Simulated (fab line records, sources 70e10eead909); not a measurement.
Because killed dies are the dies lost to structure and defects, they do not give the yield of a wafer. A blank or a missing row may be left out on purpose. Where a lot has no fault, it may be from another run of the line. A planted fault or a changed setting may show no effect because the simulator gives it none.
Shared-tool check :: flow nand harc :: 36 wafers sampled across 12 lots

REASON FOR OPENING
On 1 of the 12 lots, a flag is raised at NHARC_P_GATE_CD_MEAS_59 on the reading cd nm. No-fault wafers: 719.6 nm, standard deviation 2.5.
Rule: flag the lot when none of its wafers has a number, or when each of its wafers that has one lies beyond 4 standard deviations from that mean. As for the other lots, they are considered sound.

lot: L166
measured: day 5 20:06
on: cd sem-01
cd nm (nm), wafer by wafer: 717.0 719.8 720.5
flag: 

lot: L165
measured: day 5 20:28
on: cd sem-02
cd nm (nm), wafer by wafer: 723.2 720.3 721.9
flag: 

lot: L168
measured: day 6 23:53
on: cd sem-01
cd nm (nm), wafer by wafer: 719.5 722.0 720.0
flag: 

lot: L169
measured: day 7 09:19
on: cd sem-03
cd nm (nm), wafer by wafer: 719.8 716.1 719.3
flag: 

lot: L170
measured: day 7 19:30
on: cd sem-02
cd nm (nm), wafer by wafer: 737.6 736.6 738.4
flag: FLAGGED

lot: L171
measured: day 8 08:35
on: cd sem-03
cd nm (nm), wafer by wafer: 718.1 715.9 718.6
flag: 

lot: L172
measured: day 8 17:19
on: cd sem-03
cd nm (nm), wafer by wafer: 723.5 713.6 720.3
flag: 

lot: L180
measured: day 11 22:08
on: cd sem-02
cd nm (nm), wafer by wafer: 717.4 718.8 719.9
flag: 

lot: L183
measured: day 13 02:57
on: cd sem-03
cd nm (nm), wafer by wafer: 721.3 717.9 720.6
flag: 

lot: L184
measured: day 13 15:31
on: cd sem-01
cd nm (nm), wafer by wafer: 719.2 723.3 715.9
flag: 

lot: L185
measured: day 14 06:47
on: cd sem-01
cd nm (nm), wafer by wafer: 719.4 720.5 719.8
flag: 

lot: L188
measured: day 15 01:08
on: cd sem-01
cd nm (nm), wafer by wafer: 722.3 719.3 720.5
flag: 
The numbers of the flagged lots are 737.5 nm on average: +17.9 nm against the usual, or +7 standard deviations.

WHICH TOOL EACH LOT WENT THROUGH
The record holds 3 process steps before the reading, out of a route of 1302 steps. Cell contents, in order: the tool; ch with the chambers the sampled wafers went through; the start.
lot: L166
flag: 
NHARC_P_GATE_DEP_103: pecvd-04 ch 1,2, day 5 05:32
NHARC_P_GATE_STRIP_111: plasma asher-02 ch 0,1, day 5 18:58
NHARC_P_GATE_EXPOSE_56: krf scanner-03 ch 0, day 5 19:57

lot: L165
flag: 
NHARC_P_GATE_DEP_103: pecvd-04 ch 0,2, day 5 05:56
NHARC_P_GATE_STRIP_111: plasma asher-02 ch 0,1, day 5 19:20
NHARC_P_GATE_EXPOSE_56: krf scanner-02 ch 0, day 5 20:19

lot: L168
flag: 
NHARC_P_GATE_DEP_103: pecvd-02 ch 0,1, day 6 09:41
NHARC_P_GATE_STRIP_111: plasma asher-01 ch 0,1, day 6 22:42
NHARC_P_GATE_EXPOSE_56: krf scanner-02 ch 0, day 6 23:44

lot: L169
flag: 
NHARC_P_GATE_DEP_103: pecvd-02 ch 0,1,2, day 6 19:26
NHARC_P_GATE_STRIP_111: plasma asher-01 ch 1, day 7 08:16
NHARC_P_GATE_EXPOSE_56: krf scanner-02 ch 0, day 7 09:10

lot: L170
flag: FLAGGED
NHARC_P_GATE_DEP_103: pecvd-01 ch 1,2, day 7 05:07
NHARC_P_GATE_STRIP_111: plasma asher-02 ch 0,1, day 7 18:20
NHARC_P_GATE_EXPOSE_56: krf scanner-03 ch 0, day 7 19:21

lot: L171
flag: 
NHARC_P_GATE_DEP_103: pecvd-01 ch 0,1,2, day 7 18:01
NHARC_P_GATE_STRIP_111: plasma asher-02 ch 0,1, day 8 07:22
NHARC_P_GATE_EXPOSE_56: krf scanner-02 ch 0, day 8 08:26

lot: L172
flag: 
NHARC_P_GATE_DEP_103: pecvd-02 ch 0,1, day 8 03:03
NHARC_P_GATE_STRIP_111: plasma asher-01 ch 1, day 8 16:13
NHARC_P_GATE_EXPOSE_56: krf scanner-02 ch 0, day 8 17:10

lot: L180
flag: 
NHARC_P_GATE_DEP_103: pecvd-01 ch 0,1,2, day 11 07:50
NHARC_P_GATE_STRIP_111: plasma asher-02 ch 0,1, day 11 21:04
NHARC_P_GATE_EXPOSE_56: krf scanner-01 ch 0, day 11 21:59

lot: L183
flag: 
NHARC_P_GATE_DEP_103: pecvd-02 ch 0,1,2, day 12 12:29
NHARC_P_GATE_STRIP_111: plasma asher-01 ch 0,1, day 13 01:46
NHARC_P_GATE_EXPOSE_56: krf scanner-02 ch 0, day 13 02:48

lot: L184
flag: 
NHARC_P_GATE_DEP_103: pecvd-02 ch 0,1,2, day 12 22:56
NHARC_P_GATE_STRIP_111: plasma asher-01 ch 0,1, day 13 14:18
NHARC_P_GATE_EXPOSE_56: krf scanner-03 ch 0, day 13 15:22

lot: L185
flag: 
NHARC_P_GATE_DEP_103: pecvd-01 ch 1,2, day 13 16:20
NHARC_P_GATE_STRIP_111: plasma asher-01 ch 0,1, day 14 05:33
NHARC_P_GATE_EXPOSE_56: krf scanner-03 ch 0, day 14 06:37

lot: L188
flag: 
NHARC_P_GATE_DEP_103: pecvd-02 ch 0,1, day 14 10:53
NHARC_P_GATE_STRIP_111: plasma asher-01 ch 0,1, day 15 00:07
NHARC_P_GATE_EXPOSE_56: krf scanner-02 ch 0, day 15 00:59
What is done by these steps:
- NHARC_P_GATE_DEP_103: deposits SiON, target thk 30 nm.
- NHARC_P_GATE_STRIP_111: strips in N2/H2, time 250 s.
- NHARC_P_GATE_EXPOSE_56: exposes mask P PSD, target cd 720 nm.
- NHARC_P_GATE_CD_MEAS_59: target cd 720 nm.

FLAGGED OVER TOTAL, TOOL BY TOOL (the gauges that took the reading come last)
step: NHARC_P_GATE_DEP_103
tool: pecvd-01
lots run: 4
flagged: 1
share of the flagged lots: all
sound lots run after its first flagged lot: 3 (L171,L180,L185)

step: NHARC_P_GATE_DEP_103
tool: pecvd-02
lots run: 6
flagged: 0
share of the flagged lots: none
sound lots run after its first flagged lot: -

step: NHARC_P_GATE_DEP_103
tool: pecvd-04
lots run: 2
flagged: 0
share of the flagged lots: none
sound lots run after its first flagged lot: -

step: NHARC_P_GATE_STRIP_111
tool: plasma asher-01
lots run: 7
flagged: 0
share of the flagged lots: none
sound lots run after its first flagged lot: -

step: NHARC_P_GATE_STRIP_111
tool: plasma asher-02
lots run: 5
flagged: 1
share of the flagged lots: all
sound lots run after its first flagged lot: 2 (L171,L180)

step: NHARC_P_GATE_EXPOSE_56
tool: krf scanner-01
lots run: 1
flagged: 0
share of the flagged lots: none
sound lots run after its first flagged lot: -

step: NHARC_P_GATE_EXPOSE_56
tool: krf scanner-02
lots run: 7
flagged: 0
share of the flagged lots: none
sound lots run after its first flagged lot: -

step: NHARC_P_GATE_EXPOSE_56
tool: krf scanner-03
lots run: 4
flagged: 1
share of the flagged lots: all
sound lots run after its first flagged lot: 2 (L184,L185)

step: NHARC_P_GATE_CD_MEAS_59
tool: cd sem-01
lots run: 5
flagged: 0
share of the flagged lots: none
sound lots run after its first flagged lot: -

step: NHARC_P_GATE_CD_MEAS_59
tool: cd sem-02
lots run: 3
flagged: 1
share of the flagged lots: all
sound lots run after its first flagged lot: 1 (L180)

step: NHARC_P_GATE_CD_MEAS_59
tool: cd sem-03
lots run: 4
flagged: 0
share of the flagged lots: none
sound lots run after its first flagged lot: -

WHAT THE TABLE ALLOWS
4 rows of the table ran every flagged lot: pecvd-01 at NHARC_P_GATE_DEP_103, plasma asher-02 at NHARC_P_GATE_STRIP_111, krf scanner-03 at NHARC_P_GATE_EXPOSE_56, cd sem-02 at NHARC_P_GATE_CD_MEAS_59.
- pecvd-01 at NHARC_P_GATE_DEP_103 ran 4 lots, 1 of them flagged. After the first flagged lot (L171, L180, L185), sound lots still ran on it; a lasting fault on the whole tool would not permit that.
- plasma asher-02 at NHARC_P_GATE_STRIP_111 ran 5 lots, 1 of them flagged. After the first flagged lot (L171, L180), sound lots still ran on it; a lasting fault on the whole tool would not permit that.
- krf scanner-03 at NHARC_P_GATE_EXPOSE_56 ran 4 lots, 1 of them flagged. After the first flagged lot (L184, L185), sound lots still ran on it; a lasting fault on the whole tool would not permit that.
- cd sem-02 at NHARC_P_GATE_CD_MEAS_59 ran 3 lots, 1 of them flagged. After the first flagged lot (L180), sound lots still ran on it; a lasting fault on the whole tool would not permit that.
Not one row of the table ran every flagged lot while running no sound lot after the first.

WHAT HAD BEEN PUT IN BY THE SIMULATOR
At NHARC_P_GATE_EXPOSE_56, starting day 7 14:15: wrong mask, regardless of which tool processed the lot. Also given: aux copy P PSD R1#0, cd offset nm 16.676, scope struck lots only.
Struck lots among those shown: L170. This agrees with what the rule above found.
